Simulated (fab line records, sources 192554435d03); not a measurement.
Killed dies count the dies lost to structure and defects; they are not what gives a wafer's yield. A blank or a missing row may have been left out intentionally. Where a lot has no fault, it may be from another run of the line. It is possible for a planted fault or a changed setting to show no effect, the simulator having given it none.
fab line records :: flow n5_finfet :: part 2 of 2: steps 4 to 6 of 6
record:
  lots: 22
  wafers: 66
  last_day: 18
route steps=1938 shown BEOL_M0_SAQP@677 BEOL_M0_CUTY@712 BEOL_M0@720
lots that met no fault: from a run of the same line without faults
start_h: hours from the record's first day to the start of the lot's first wafer shown :: wait_h: hours from the lot's prior step to this one :: " identical to the entry in the row above :: L1.1+2: a row that stands for several wafers :: - either no value or no given start :: * or withheld: withheld :: < > ~ a bound
route shown NAME@n: names a module that has steps shown in the file, with the first one's number in the route :: usual: mean/standard deviation of fault-free wafers :: same: alike in all rows :: chamber/n: place in a boat :: sites: per-site readings :: _std_site: their standard deviation :: _edge_site: mean of outer sites minus mean of inner sites :: radius_mm: for every site, how far away it sits from the centre of the wafer :: mask NAME#n: copy n :: behind: the tool/chamber that last shaped the wafer :: hold: the reason the lot was held/the length of the hold in hours/how it ended :: device: transistor that didn't switch, given as n, p or np :: end of line: the tests these same wafers got at the end of their route :: a step without rows: its recipe alone :: killed: at the first sort, the dies lost to defects and structure; wafer yield is something else :: map: dies across one wafer; x = killed, . = not, _ = none there
set.NAME: the setting the step ran with; set.NAME@STEP: the setting that earlier step ran with :: model.NAME: the simulator's own value behind a step, which no gauge read
a sample of lots followed through the steps of the route, with each step as a table and each wafer as a row
services: the hour from which a tool's chamber was out of use, counted from the record's first day as start_h (under 0 if before that day), plus the number of hours and why
== steps ==
step: N5_BEOL_M0_OCD_MEAS_108
usual:
  trench_depth_nm: 32.7/0.51
lot.wafer: L074.2
tool: ocd-02
chamber: -
start_h: 119.56
wait_h: 0.1
trench_depth_nm: 33.0

lot.wafer: L074.3
tool: ocd-02
chamber: -
start_h: 119.56
wait_h: 0.1
trench_depth_nm: 32.7

lot.wafer: L074.6
tool: ocd-02
chamber: -
start_h: 119.56
wait_h: 0.1
trench_depth_nm: 32.5

lot.wafer: L075.3
tool: ocd-02
chamber: -
start_h: 124.64
wait_h: 0.1
trench_depth_nm: 32.5

lot.wafer: L075.4
tool: ocd-02
chamber: -
start_h: 124.64
wait_h: 0.1
trench_depth_nm: 32.6

lot.wafer: L075.6
tool: ocd-02
chamber: -
start_h: 124.64
wait_h: 0.1
trench_depth_nm: 33.2

lot.wafer: L076.2
tool: ocd-01
chamber: -
start_h: 128.78
wait_h: 0.1
trench_depth_nm: 33.3

lot.wafer: L076.4
tool: ocd-01
chamber: -
start_h: 128.78
wait_h: 0.1
trench_depth_nm: 32.2

lot.wafer: L076.6
tool: ocd-01
chamber: -
start_h: 128.78
wait_h: 0.1
trench_depth_nm: 31.9

lot.wafer: L077.2
tool: ocd-02
chamber: -
start_h: 132.31
wait_h: 0.1
trench_depth_nm: 33.0

lot.wafer: L077.4
tool: ocd-02
chamber: -
start_h: 132.31
wait_h: 0.1
trench_depth_nm: 32.5

lot.wafer: L077.6
tool: ocd-02
chamber: -
start_h: 132.31
wait_h: 0.1
trench_depth_nm: 32.7

lot.wafer: L078.3
tool: ocd-01
chamber: -
start_h: 142.59
wait_h: 0.1
trench_depth_nm: 32.5

lot.wafer: L078.4
tool: ocd-01
chamber: -
start_h: 142.59
wait_h: 0.1
trench_depth_nm: 32.3

lot.wafer: L078.5
tool: ocd-01
chamber: -
start_h: 142.59
wait_h: 0.1
trench_depth_nm: 32.7

lot.wafer: L079.1
tool: ocd-02
chamber: -
start_h: 148.21
wait_h: 0.1
trench_depth_nm: 33.1

lot.wafer: L079.3
tool: ocd-02
chamber: -
start_h: 148.21
wait_h: 0.1
trench_depth_nm: 32.2

lot.wafer: L079.5
tool: ocd-02
chamber: -
start_h: 148.21
wait_h: 0.1
trench_depth_nm: 32.8

lot.wafer: L081.2
tool: ocd-02
chamber: -
start_h: 156.00
wait_h: 0.1
trench_depth_nm: 32.2

lot.wafer: L081.5
tool: ocd-02
chamber: -
start_h: 156.00
wait_h: 0.1
trench_depth_nm: 32.8

lot.wafer: L081.6
tool: ocd-02
chamber: -
start_h: 156.00
wait_h: 0.1
trench_depth_nm: 32.7

lot.wafer: L083.1
tool: ocd-02
chamber: -
start_h: 166.92
wait_h: 0.1
trench_depth_nm: 32.7

lot.wafer: L083.3
tool: ocd-02
chamber: -
start_h: 166.92
wait_h: 0.1
trench_depth_nm: 33.5

lot.wafer: L083.6
tool: ocd-02
chamber: -
start_h: 166.92
wait_h: 0.1
trench_depth_nm: 32.7

lot.wafer: L082.2
tool: ocd-01
chamber: -
start_h: 167.20
wait_h: 0.1
trench_depth_nm: 33.2

lot.wafer: L082.3
tool: ocd-01
chamber: -
start_h: 167.20
wait_h: 0.1
trench_depth_nm: 32.9

lot.wafer: L082.6
tool: ocd-01
chamber: -
start_h: 167.20
wait_h: 0.1
trench_depth_nm: 32.3

lot.wafer: L084.4
tool: ocd-02
chamber: -
start_h: 178.94
wait_h: 0.0
trench_depth_nm: 33.1

lot.wafer: L084.5
tool: ocd-02
chamber: -
start_h: 178.94
wait_h: 0.0
trench_depth_nm: 32.8

lot.wafer: L084.6
tool: ocd-02
chamber: -
start_h: 178.94
wait_h: 0.0
trench_depth_nm: 32.5

lot.wafer: L086.3
tool: ocd-01
chamber: -
start_h: 192.27
wait_h: 0.1
trench_depth_nm: 32.4

lot.wafer: L086.4
tool: ocd-01
chamber: -
start_h: 192.27
wait_h: 0.1
trench_depth_nm: 32.9

lot.wafer: L086.5
tool: ocd-01
chamber: -
start_h: 192.27
wait_h: 0.1
trench_depth_nm: 33.6

lot.wafer: L087.3
tool: ocd-02
chamber: -
start_h: 192.37
wait_h: 0.1
trench_depth_nm: 32.8

lot.wafer: L087.5
tool: ocd-02
chamber: -
start_h: 192.37
wait_h: 0.1
trench_depth_nm: 32.7

lot.wafer: L087.6
tool: ocd-02
chamber: -
start_h: 192.37
wait_h: 0.1
trench_depth_nm: 33.6

lot.wafer: L085.4
tool: ocd-01
chamber: -
start_h: 192.56
wait_h: 0.0
trench_depth_nm: 33.1

lot.wafer: L085.5
tool: ocd-01
chamber: -
start_h: 192.56
wait_h: 0.0
trench_depth_nm: 32.5

lot.wafer: L085.6
tool: ocd-01
chamber: -
start_h: 192.56
wait_h: 0.0
trench_depth_nm: 33.2

lot.wafer: L088.2
tool: ocd-01
chamber: -
start_h: 202.68
wait_h: 0.1
trench_depth_nm: 33.6

lot.wafer: L088.3
tool: ocd-01
chamber: -
start_h: 202.68
wait_h: 0.1
trench_depth_nm: 32.9

lot.wafer: L088.6
tool: ocd-01
chamber: -
start_h: 202.68
wait_h: 0.1
trench_depth_nm: 33.7

lot.wafer: L089.1
tool: ocd-02
chamber: -
start_h: 202.75
wait_h: 0.1
trench_depth_nm: 32.9

lot.wafer: L089.4
tool: ocd-02
chamber: -
start_h: 202.75
wait_h: 0.1
trench_depth_nm: 33.1

lot.wafer: L089.6
tool: ocd-02
chamber: -
start_h: 202.75
wait_h: 0.1
trench_depth_nm: 32.7

lot.wafer: L090.1
tool: ocd-02
chamber: -
start_h: 215.11
wait_h: 0.1
trench_depth_nm: 32.7

lot.wafer: L090.3
tool: ocd-02
chamber: -
start_h: 215.11
wait_h: 0.1
trench_depth_nm: 32.2

lot.wafer: L090.4
tool: ocd-02
chamber: -
start_h: 215.11
wait_h: 0.1
trench_depth_nm: 31.8

lot.wafer: L091.2
tool: ocd-01
chamber: -
start_h: 217.78
wait_h: 0.1
trench_depth_nm: 32.6

lot.wafer: L091.3
tool: ocd-01
chamber: -
start_h: 217.78
wait_h: 0.1
trench_depth_nm: 33.7

lot.wafer: L091.6
tool: ocd-01
chamber: -
start_h: 217.78
wait_h: 0.1
trench_depth_nm: 32.3

lot.wafer: L092.3
tool: ocd-02
chamber: -
start_h: 226.41
wait_h: 0.1
trench_depth_nm: 33.5

lot.wafer: L092.5
tool: ocd-02
chamber: -
start_h: 226.41
wait_h: 0.1
trench_depth_nm: 34.2

lot.wafer: L092.6
tool: ocd-02
chamber: -
start_h: 226.41
wait_h: 0.1
trench_depth_nm: 33.1

lot.wafer: L094.1
tool: ocd-02
chamber: -
start_h: 237.04
wait_h: 0.1
trench_depth_nm: 32.7

lot.wafer: L094.2
tool: ocd-02
chamber: -
start_h: 237.04
wait_h: 0.1
trench_depth_nm: 32.6

lot.wafer: L094.4
tool: ocd-02
chamber: -
start_h: 237.04
wait_h: 0.1
trench_depth_nm: 32.2

lot.wafer: L095.2
tool: ocd-02
chamber: -
start_h: 247.71
wait_h: 0.1
trench_depth_nm: 32.7

lot.wafer: L095.4
tool: ocd-02
chamber: -
start_h: 247.71
wait_h: 0.1
trench_depth_nm: 33.2

lot.wafer: L095.6
tool: ocd-02
chamber: -
start_h: 247.71
wait_h: 0.1
trench_depth_nm: 32.3

lot.wafer: L097.4
tool: ocd-02
chamber: -
start_h: 249.77
wait_h: 0.1
trench_depth_nm: 33.3

lot.wafer: L097.5
tool: ocd-02
chamber: -
start_h: 249.77
wait_h: 0.1
trench_depth_nm: 33.2

lot.wafer: L097.6
tool: ocd-02
chamber: -
start_h: 249.77
wait_h: 0.1
trench_depth_nm: 33.1

lot.wafer: L096.2
tool: ocd-02
chamber: -
start_h: 259.64
wait_h: 0.1
trench_depth_nm: 32.0

lot.wafer: L096.3
tool: ocd-02
chamber: -
start_h: 259.64
wait_h: 0.1
trench_depth_nm: 31.9

lot.wafer: L096.5
tool: ocd-02
chamber: -
start_h: 259.64
wait_h: 0.1
trench_depth_nm: 32.0
step: N5_BEOL_M0_SPUTTER_116
recipe:
  material: Cu
  target_thk_a: 40
  temp_c: -20
  chamber_pressure_pa: 0.07
  power_w: withheld
  time_s: 7.37
usual:
  throttle_valve_pct: 30.3/1.1
lot.wafer: L074.2
tool: pvd_sputter-02
chamber: -
start_h: 121.07
wait_h: 0.2
throttle_valve_pct: 30.3

lot.wafer: L074.3
tool: pvd_sputter-02
chamber: -
start_h: 121.07
wait_h: 0.2
throttle_valve_pct: 31.6

lot.wafer: L074.6
tool: pvd_sputter-02
chamber: -
start_h: 121.07
wait_h: 0.2
throttle_valve_pct: 29.8

lot.wafer: L075.3
tool: pvd_sputter-03
chamber: -
start_h: 128.45
wait_h: 1.3
throttle_valve_pct: 31.6

lot.wafer: L075.4
tool: pvd_sputter-03
chamber: -
start_h: 128.45
wait_h: 1.3
throttle_valve_pct: 29.5

lot.wafer: L075.6
tool: pvd_sputter-03
chamber: -
start_h: 128.45
wait_h: 1.3
throttle_valve_pct: 29.8

lot.wafer: L076.2
tool: pvd_sputter-02
chamber: -
start_h: 129.92
wait_h: 0.1
throttle_valve_pct: 30.1

lot.wafer: L076.4
tool: pvd_sputter-02
chamber: -
start_h: 129.92
wait_h: 0.1
throttle_valve_pct: 32.0

lot.wafer: L076.6
tool: pvd_sputter-02
chamber: -
start_h: 129.92
wait_h: 0.1
throttle_valve_pct: 31.5

lot.wafer: L077.2
tool: pvd_sputter-01
chamber: -
start_h: 133.45
wait_h: 0.2
throttle_valve_pct: 29.6

lot.wafer: L077.4
tool: pvd_sputter-01
chamber: -
start_h: 133.45
wait_h: 0.2
throttle_valve_pct: 29.4

lot.wafer: L077.6
tool: pvd_sputter-01
chamber: -
start_h: 133.45
wait_h: 0.2
throttle_valve_pct: 29.4

lot.wafer: L078.3
tool: pvd_sputter-01
chamber: -
start_h: 144.20
wait_h: 0.1
throttle_valve_pct: 29.7

lot.wafer: L078.4
tool: pvd_sputter-01
chamber: -
start_h: 144.20
wait_h: 0.1
throttle_valve_pct: 29.3

lot.wafer: L078.5
tool: pvd_sputter-01
chamber: -
start_h: 144.20
wait_h: 0.1
throttle_valve_pct: 29.8

lot.wafer: L079.1
tool: pvd_sputter-01
chamber: -
start_h: 151.53
wait_h: 0.1
throttle_valve_pct: 31.7

lot.wafer: L079.3
tool: pvd_sputter-01
chamber: -
start_h: 151.53
wait_h: 0.1
throttle_valve_pct: 29.2

lot.wafer: L079.5
tool: pvd_sputter-01
chamber: -
start_h: 151.53
wait_h: 0.1
throttle_valve_pct: 30.1

lot.wafer: L081.2
tool: pvd_sputter-02
chamber: -
start_h: 158.81
wait_h: 0.1
throttle_valve_pct: 31.6

lot.wafer: L081.5
tool: pvd_sputter-02
chamber: -
start_h: 158.81
wait_h: 0.1
throttle_valve_pct: 30.3

lot.wafer: L081.6
tool: pvd_sputter-02
chamber: -
start_h: 158.81
wait_h: 0.1
throttle_valve_pct: 31.7

lot.wafer: L083.1
tool: pvd_sputter-03
chamber: -
start_h: 168.39
wait_h: 0.1
throttle_valve_pct: 30.5

lot.wafer: L083.3
tool: pvd_sputter-03
chamber: -
start_h: 168.39
wait_h: 0.1
throttle_valve_pct: 28.1

lot.wafer: L083.6
tool: pvd_sputter-03
chamber: -
start_h: 168.39
wait_h: 0.1
throttle_valve_pct: 28.0

lot.wafer: L082.2
tool: pvd_sputter-02
chamber: -
start_h: 168.62
wait_h: 0.1
throttle_valve_pct: 30.3

lot.wafer: L082.3
tool: pvd_sputter-02
chamber: -
start_h: 168.62
wait_h: 0.1
throttle_valve_pct: 30.5

lot.wafer: L082.6
tool: pvd_sputter-02
chamber: -
start_h: 168.62
wait_h: 0.1
throttle_valve_pct: 30.3

lot.wafer: L084.4
tool: pvd_sputter-01
chamber: -
start_h: 180.57
wait_h: 0.2
throttle_valve_pct: 29.2

lot.wafer: L084.5
tool: pvd_sputter-01
chamber: -
start_h: 180.57
wait_h: 0.2
throttle_valve_pct: 29.7

lot.wafer: L084.6
tool: pvd_sputter-01
chamber: -
start_h: 180.57
wait_h: 0.2
throttle_valve_pct: 29.9

lot.wafer: L086.3
tool: pvd_sputter-03
chamber: -
start_h: 193.70
wait_h: 0.1
throttle_valve_pct: 28.5

lot.wafer: L086.4
tool: pvd_sputter-03
chamber: -
start_h: 193.70
wait_h: 0.1
throttle_valve_pct: 30.6

lot.wafer: L086.5
tool: pvd_sputter-03
chamber: -
start_h: 193.70
wait_h: 0.1
throttle_valve_pct: 31.7

lot.wafer: L085.4
tool: pvd_sputter-01
chamber: -
start_h: 193.78
wait_h: 0.1
throttle_valve_pct: 29.5

lot.wafer: L085.5
tool: pvd_sputter-01
chamber: -
start_h: 193.78
wait_h: 0.1
throttle_valve_pct: 31.9

lot.wafer: L085.6
tool: pvd_sputter-01
chamber: -
start_h: 193.78
wait_h: 0.1
throttle_valve_pct: 29.7

lot.wafer: L087.3
tool: pvd_sputter-03
chamber: -
start_h: 194.14
wait_h: 0.4
throttle_valve_pct: 31.4

lot.wafer: L087.5
tool: pvd_sputter-03
chamber: -
start_h: 194.14
wait_h: 0.4
throttle_valve_pct: 29.5

lot.wafer: L087.6
tool: pvd_sputter-03
chamber: -
start_h: 194.14
wait_h: 0.4
throttle_valve_pct: 28.2

lot.wafer: L088.2
tool: pvd_sputter-02
chamber: -
start_h: 204.00
wait_h: 0.1
throttle_valve_pct: 31.6

lot.wafer: L088.3
tool: pvd_sputter-02
chamber: -
start_h: 204.00
wait_h: 0.1
throttle_valve_pct: 32.0

lot.wafer: L088.6
tool: pvd_sputter-02
chamber: -
start_h: 204.00
wait_h: 0.1
throttle_valve_pct: 31.6

lot.wafer: L089.1
tool: pvd_sputter-01
chamber: -
start_h: 204.19
wait_h: 0.2
throttle_valve_pct: 29.8

lot.wafer: L089.4
tool: pvd_sputter-01
chamber: -
start_h: 204.19
wait_h: 0.2
throttle_valve_pct: 29.2

lot.wafer: L089.6
tool: pvd_sputter-01
chamber: -
start_h: 204.19
wait_h: 0.2
throttle_valve_pct: 29.3

lot.wafer: L090.1
tool: pvd_sputter-03
chamber: -
start_h: 218.33
wait_h: 0.1
throttle_valve_pct: 31.3

lot.wafer: L090.3
tool: pvd_sputter-03
chamber: -
start_h: 218.33
wait_h: 0.1
throttle_valve_pct: 30.3

lot.wafer: L090.4
tool: pvd_sputter-03
chamber: -
start_h: 218.33
wait_h: 0.1
throttle_valve_pct: 28.1

lot.wafer: L091.2
tool: pvd_sputter-03
chamber: -
start_h: 221.25
wait_h: 0.1
throttle_valve_pct: 28.3

lot.wafer: L091.3
tool: pvd_sputter-03
chamber: -
start_h: 221.25
wait_h: 0.1
throttle_valve_pct: 31.6

lot.wafer: L091.6
tool: pvd_sputter-03
chamber: -
start_h: 221.25
wait_h: 0.1
throttle_valve_pct: 29.4

lot.wafer: L092.3
tool: pvd_sputter-01
chamber: -
start_h: 228.18
wait_h: 0.3
throttle_valve_pct: 30.1

lot.wafer: L092.5
tool: pvd_sputter-01
chamber: -
start_h: 228.18
wait_h: 0.3
throttle_valve_pct: 30.1

lot.wafer: L092.6
tool: pvd_sputter-01
chamber: -
start_h: 228.18
wait_h: 0.3
throttle_valve_pct: 29.2

lot.wafer: L094.1
tool: pvd_sputter-01
chamber: -
start_h: 240.47
wait_h: 0.4
throttle_valve_pct: 29.9

lot.wafer: L094.2
tool: pvd_sputter-01
chamber: -
start_h: 240.47
wait_h: 0.4
throttle_valve_pct: 29.8

lot.wafer: L094.4
tool: pvd_sputter-01
chamber: -
start_h: 240.47
wait_h: 0.4
throttle_valve_pct: 29.1

lot.wafer: L095.2
tool: pvd_sputter-03
chamber: -
start_h: 249.23
wait_h: 0.2
throttle_valve_pct: 28.4

lot.wafer: L095.4
tool: pvd_sputter-03
chamber: -
start_h: 249.23
wait_h: 0.2
throttle_valve_pct: 30.6

lot.wafer: L095.6
tool: pvd_sputter-03
chamber: -
start_h: 249.23
wait_h: 0.2
throttle_valve_pct: 29.3

lot.wafer: L097.4
tool: pvd_sputter-02
chamber: -
start_h: 251.15
wait_h: 0.1
throttle_valve_pct: 31.7

lot.wafer: L097.5
tool: pvd_sputter-02
chamber: -
start_h: 251.15
wait_h: 0.1
throttle_valve_pct: 31.4

lot.wafer: L097.6
tool: pvd_sputter-02
chamber: -
start_h: 251.15
wait_h: 0.1
throttle_valve_pct: 30.4

lot.wafer: L096.2
tool: pvd_sputter-02
chamber: -
start_h: 262.22
wait_h: 0.1
throttle_valve_pct: 31.5

lot.wafer: L096.3
tool: pvd_sputter-02
chamber: -
start_h: 262.22
wait_h: 0.1
throttle_valve_pct: 30.3

lot.wafer: L096.5
tool: pvd_sputter-02
chamber: -
start_h: 262.22
wait_h: 0.1
throttle_valve_pct: 30.0
step: N5_BEOL_M0_PRE_CLEAN_131
recipe:
  gas: NH3/H2
  time_s: 15
  temp_c: *
  rf_power_w: 300
usual:
  heater_power_w: 80/16
  rf_fwd_power_W: 296.6/1.1
lot.wafer: L074.2
tool: cvd_co-01
chamber: 2
start_h: 122.26
wait_h: 0.0
heater_power_w: 63
rf_fwd_power_W: 296.9

lot.wafer: L074.3
tool: cvd_co-01
chamber: 0
start_h: 122.26
wait_h: 0.0
heater_power_w: 89
rf_fwd_power_W: 295.4

lot.wafer: L074.6
tool: cvd_co-01
chamber: 0
start_h: 122.26
wait_h: 0.0
heater_power_w: 89
rf_fwd_power_W: 296.1

lot.wafer: L075.3
tool: cvd_co-02
chamber: 2
start_h: 130.01
wait_h: 0.2
heater_power_w: 78
rf_fwd_power_W: 298.5

lot.wafer: L075.4
tool: cvd_co-02
chamber: 2
start_h: 130.01
wait_h: 0.2
heater_power_w: 78
rf_fwd_power_W: 297.7

lot.wafer: L075.6
tool: cvd_co-02
chamber: 1
start_h: 130.01
wait_h: 0.2
heater_power_w: 98
rf_fwd_power_W: 298.2

lot.wafer: L076.2
tool: cvd_co-01
chamber: 0
start_h: 131.23
wait_h: 0.0
heater_power_w: 93
rf_fwd_power_W: 295.6

lot.wafer: L076.4
tool: cvd_co-01
chamber: 0
start_h: 131.23
wait_h: 0.0
heater_power_w: 92
rf_fwd_power_W: 294.0

lot.wafer: L076.6
tool: cvd_co-01
chamber: 0
start_h: 131.23
wait_h: 0.0
heater_power_w: 90
rf_fwd_power_W: 295.9

lot.wafer: L077.2
tool: cvd_co-02
chamber: 1
start_h: 134.63
wait_h: 0.0
heater_power_w: 100
rf_fwd_power_W: 295.8

lot.wafer: L077.4
tool: cvd_co-02
chamber: 1
start_h: 134.63
wait_h: 0.0
heater_power_w: 102
rf_fwd_power_W: 297.9

lot.wafer: L077.6
tool: cvd_co-02
chamber: 2
start_h: 134.63
wait_h: 0.0
heater_power_w: 77
rf_fwd_power_W: 297.9

lot.wafer: L078.3
tool: cvd_co-02
chamber: 2
start_h: 145.67
wait_h: 0.0
heater_power_w: 75
rf_fwd_power_W: 296.3

lot.wafer: L078.4
tool: cvd_co-02
chamber: 1
start_h: 145.67
wait_h: 0.0
heater_power_w: 98
rf_fwd_power_W: 295.8

lot.wafer: L078.5
tool: cvd_co-02
chamber: 0
start_h: 145.67
wait_h: 0.0
heater_power_w: 83
rf_fwd_power_W: 296.2

lot.wafer: L079.1
tool: cvd_co-01
chamber: 0
start_h: 152.72
wait_h: 0.0
heater_power_w: 90
rf_fwd_power_W: 295.7

lot.wafer: L079.3
tool: cvd_co-01
chamber: 2
start_h: 152.72
wait_h: 0.0
heater_power_w: 63
rf_fwd_power_W: 296.1

lot.wafer: L079.5
tool: cvd_co-01
chamber: 0
start_h: 152.72
wait_h: 0.0
heater_power_w: 91
rf_fwd_power_W: 295.2

lot.wafer: L081.2
tool: cvd_co-02
chamber: 2
start_h: 159.99
wait_h: 0.0
heater_power_w: 76
rf_fwd_power_W: 297.1

lot.wafer: L081.5
tool: cvd_co-02
chamber: 0
start_h: 159.99
wait_h: 0.0
heater_power_w: 83
rf_fwd_power_W: 296.2

lot.wafer: L081.6
tool: cvd_co-02
chamber: 1
start_h: 159.99
wait_h: 0.0
heater_power_w: 102
rf_fwd_power_W: 297.7

lot.wafer: L083.1
tool: cvd_co-02
chamber: 1
start_h: 170.68
wait_h: 0.0
heater_power_w: 98
rf_fwd_power_W: 297.5

lot.wafer: L083.3
tool: cvd_co-02
chamber: 0
start_h: 170.68
wait_h: 0.0
heater_power_w: 83
rf_fwd_power_W: 299.0

lot.wafer: L083.6
tool: cvd_co-02
chamber: 0
start_h: 170.68
wait_h: 0.0
heater_power_w: 81
rf_fwd_power_W: 298.6

lot.wafer: L082.2
tool: cvd_co-01
chamber: 2
start_h: 170.91
wait_h: 0.0
heater_power_w: 63
rf_fwd_power_W: 297.8

lot.wafer: L082.3
tool: cvd_co-01
chamber: 1
start_h: 170.91
wait_h: 0.0
heater_power_w: 45
rf_fwd_power_W: 296.4

lot.wafer: L082.6
tool: cvd_co-01
chamber: 0
start_h: 170.91
wait_h: 0.0
heater_power_w: 90
rf_fwd_power_W: 294.8

lot.wafer: L084.4
tool: cvd_co-01
chamber: 1
start_h: 182.52
wait_h: 0.1
heater_power_w: 45
rf_fwd_power_W: 295.8

lot.wafer: L084.5
tool: cvd_co-01
chamber: 0
start_h: 182.52
wait_h: 0.1
heater_power_w: 92
rf_fwd_power_W: 294.9

lot.wafer: L084.6
tool: cvd_co-01
chamber: 2
start_h: 182.52
wait_h: 0.1
heater_power_w: 65
rf_fwd_power_W: 297.3

lot.wafer: L086.3
tool: cvd_co-01
chamber: 1
start_h: 194.98
wait_h: 0.0
heater_power_w: 45
rf_fwd_power_W: 294.6

lot.wafer: L086.4
tool: cvd_co-01
chamber: 2
start_h: 194.98
wait_h: 0.0
heater_power_w: 64
rf_fwd_power_W: 297.9

lot.wafer: L086.5
tool: cvd_co-01
chamber: 1
start_h: 194.98
wait_h: 0.0
heater_power_w: 45
rf_fwd_power_W: 295.6

lot.wafer: L085.4
tool: cvd_co-02
chamber: 2
start_h: 195.26
wait_h: 0.1
heater_power_w: 79
rf_fwd_power_W: 295.7

lot.wafer: L085.5
tool: cvd_co-02
chamber: 0
start_h: 195.26
wait_h: 0.1
heater_power_w: 85
rf_fwd_power_W: 298.2

lot.wafer: L085.6
tool: cvd_co-02
chamber: 2
start_h: 195.26
wait_h: 0.1
heater_power_w: 79
rf_fwd_power_W: 296.5

lot.wafer: L087.3
tool: cvd_co-01
chamber: 2
start_h: 195.65
wait_h: 0.1
heater_power_w: 64
rf_fwd_power_W: 297.3

lot.wafer: L087.5
tool: cvd_co-01
chamber: 1
start_h: 195.65
wait_h: 0.1
heater_power_w: 45
rf_fwd_power_W: 295.3

lot.wafer: L087.6
tool: cvd_co-01
chamber: 2
start_h: 195.65
wait_h: 0.1
heater_power_w: 64
rf_fwd_power_W: 295.9

lot.wafer: L088.2
tool: cvd_co-02
chamber: 0
start_h: 205.22
wait_h: 0.0
heater_power_w: 83
rf_fwd_power_W: 295.7

lot.wafer: L088.3
tool: cvd_co-02
chamber: 1
start_h: 205.22
wait_h: 0.0
heater_power_w: 100
rf_fwd_power_W: 296.6

lot.wafer: L088.6
tool: cvd_co-02
chamber: 0
start_h: 205.22
wait_h: 0.0
heater_power_w: 83
rf_fwd_power_W: 295.9

lot.wafer: L089.1
tool: cvd_co-02
chamber: 0
start_h: 205.46
wait_h: 0.0
heater_power_w: 83
rf_fwd_power_W: 296.6

lot.wafer: L089.4
tool: cvd_co-02
chamber: 0
start_h: 205.46
wait_h: 0.0
heater_power_w: 82
rf_fwd_power_W: 296.7

lot.wafer: L089.6
tool: cvd_co-02
chamber: 2
start_h: 205.46
wait_h: 0.0
heater_power_w: 79
rf_fwd_power_W: 296.5

lot.wafer: L090.1
tool: cvd_co-02
chamber: 2
start_h: 219.52
wait_h: 0.0
heater_power_w: 76
rf_fwd_power_W: 297.1

lot.wafer: L090.3
tool: cvd_co-02
chamber: 0
start_h: 219.52
wait_h: 0.0
heater_power_w: 85
rf_fwd_power_W: 298.4

lot.wafer: L090.4
tool: cvd_co-02
chamber: 1
start_h: 219.52
wait_h: 0.0
heater_power_w: 98
rf_fwd_power_W: 297.0

lot.wafer: L091.2
tool: cvd_co-02
chamber: 1
start_h: 222.44
wait_h: 0.0
heater_power_w: 96
rf_fwd_power_W: 296.0

lot.wafer: L091.3
tool: cvd_co-02
chamber: 0
start_h: 222.44
wait_h: 0.0
heater_power_w: 86
rf_fwd_power_W: 297.1

lot.wafer: L091.6
tool: cvd_co-02
chamber: 0
start_h: 222.44
wait_h: 0.0
heater_power_w: 83
rf_fwd_power_W: 296.8

lot.wafer: L092.3
tool: cvd_co-02
chamber: 0
start_h: 229.38
wait_h: 0.0
heater_power_w: 83
rf_fwd_power_W: 296.3

lot.wafer: L092.5
tool: cvd_co-02
chamber: 2
start_h: 229.38
wait_h: 0.0
heater_power_w: 76
rf_fwd_power_W: 296.5

lot.wafer: L092.6
tool: cvd_co-02
chamber: 1
start_h: 229.38
wait_h: 0.0
heater_power_w: 100
rf_fwd_power_W: 296.2

lot.wafer: L094.1
tool: cvd_co-02
chamber: 2
start_h: 241.66
wait_h: 0.0
heater_power_w: 78
rf_fwd_power_W: 295.8

lot.wafer: L094.2
tool: cvd_co-02
chamber: 0
start_h: 241.66
wait_h: 0.0
heater_power_w: 85
rf_fwd_power_W: 299.0

lot.wafer: L094.4
tool: cvd_co-02
chamber: 2
start_h: 241.66
wait_h: 0.0
heater_power_w: 80
rf_fwd_power_W: 297.2

lot.wafer: L095.2
tool: cvd_co-02
chamber: 1
start_h: 250.42
wait_h: 0.0
heater_power_w: 102
rf_fwd_power_W: 295.4

lot.wafer: L095.4
tool: cvd_co-02
chamber: 1
start_h: 250.42
wait_h: 0.0
heater_power_w: 100
rf_fwd_power_W: 296.3

lot.wafer: L095.6
tool: cvd_co-02
chamber: 2
start_h: 250.42
wait_h: 0.0
heater_power_w: 78
rf_fwd_power_W: 297.5

lot.wafer: L097.4
tool: cvd_co-02
chamber: 0
start_h: 252.36
wait_h: 0.1
heater_power_w: 85
rf_fwd_power_W: 297.3

lot.wafer: L097.5
tool: cvd_co-02
chamber: 1
start_h: 252.36
wait_h: 0.1
heater_power_w: 100
rf_fwd_power_W: 297.6

lot.wafer: L097.6
tool: cvd_co-02
chamber: 2
start_h: 252.36
wait_h: 0.1
heater_power_w: 77
rf_fwd_power_W: 298.9

lot.wafer: L096.2
tool: cvd_co-01
chamber: 0
start_h: 263.84
wait_h: 0.0
heater_power_w: 94
rf_fwd_power_W: 297.3

lot.wafer: L096.3
tool: cvd_co-01
chamber: 1
start_h: 263.84
wait_h: 0.0
heater_power_w: 46
rf_fwd_power_W: 296.5

lot.wafer: L096.5
tool: cvd_co-01
chamber: 0
start_h: 263.84
wait_h: 0.0
heater_power_w: 93
rf_fwd_power_W: 296.0
== services ==
tool: rie_diel-01
chamber: 2
start_h: 94.27
hours: 9.5
kind: repair

tool: rie_diel-06
chamber: -
start_h: 106.40
hours: 2.8
kind: pm

tool: rie_diel-04
chamber: 3
start_h: 108.80
hours: 7.5
kind: repair

tool: pvd_sputter-01
chamber: -
start_h: 110.99
hours: 3.0
kind: repair

tool: rie_diel-02
chamber: 2
start_h: 123.29
hours: 4.0
kind: repair

tool: pvd_sputter-02
chamber: -
start_h: 123.38
hours: 0.5
kind: repair

tool: pvd_sputter-01
chamber: -
start_h: 126.47
hours: 1.7
kind: repair

tool: cvd_co-01
chamber: 2
start_h: 133.48
hours: 3.5
kind: repair

tool: cvd_co-02
chamber: 1
start_h: 146.01
hours: 5.8
kind: repair

tool: rie_diel-04
chamber: 1
start_h: 146.38
hours: 8.4
kind: repair

tool: pvd_sputter-02
chamber: -
start_h: 159.31
hours: 7.1
kind: repair

tool: rie_diel-02
chamber: 0
start_h: 163.18
hours: 3.9
kind: repair

tool: rie_diel-02
chamber: 0
start_h: 167.15
hours: -
kind: clean

tool: rie_diel-02
chamber: 0
start_h: 167.15
hours: -
kind: consumable_replace:focus_ring

tool: rie_diel-02
chamber: 0
start_h: 167.15
hours: 24.5
kind: scheduled_down

tool: rie_diel-02
chamber: 0
start_h: 167.15
hours: 24.5
kind: vent_cycle

tool: rie_diel-02
chamber: 3
start_h: 191.84
hours: -
kind: clean

tool: rie_diel-02
chamber: 3
start_h: 191.84
hours: -
kind: consumable_replace:focus_ring

tool: rie_diel-02
chamber: 3
start_h: 191.84
hours: 25.8
kind: scheduled_down

tool: rie_diel-04
chamber: 3
start_h: 195.40
hours: 5.2
kind: repair

tool: rie_diel-04
chamber: -
start_h: 207.32
hours: 0.2
kind: repair

tool: rie_diel-02
chamber: -
start_h: 226.47
hours: 0.7
kind: repair

tool: rie_diel-02
chamber: 1
start_h: 237.00
hours: 5.9
kind: repair

tool: cvd_co-01
chamber: -
start_h: 245.95
hours: 6.9
kind: pm
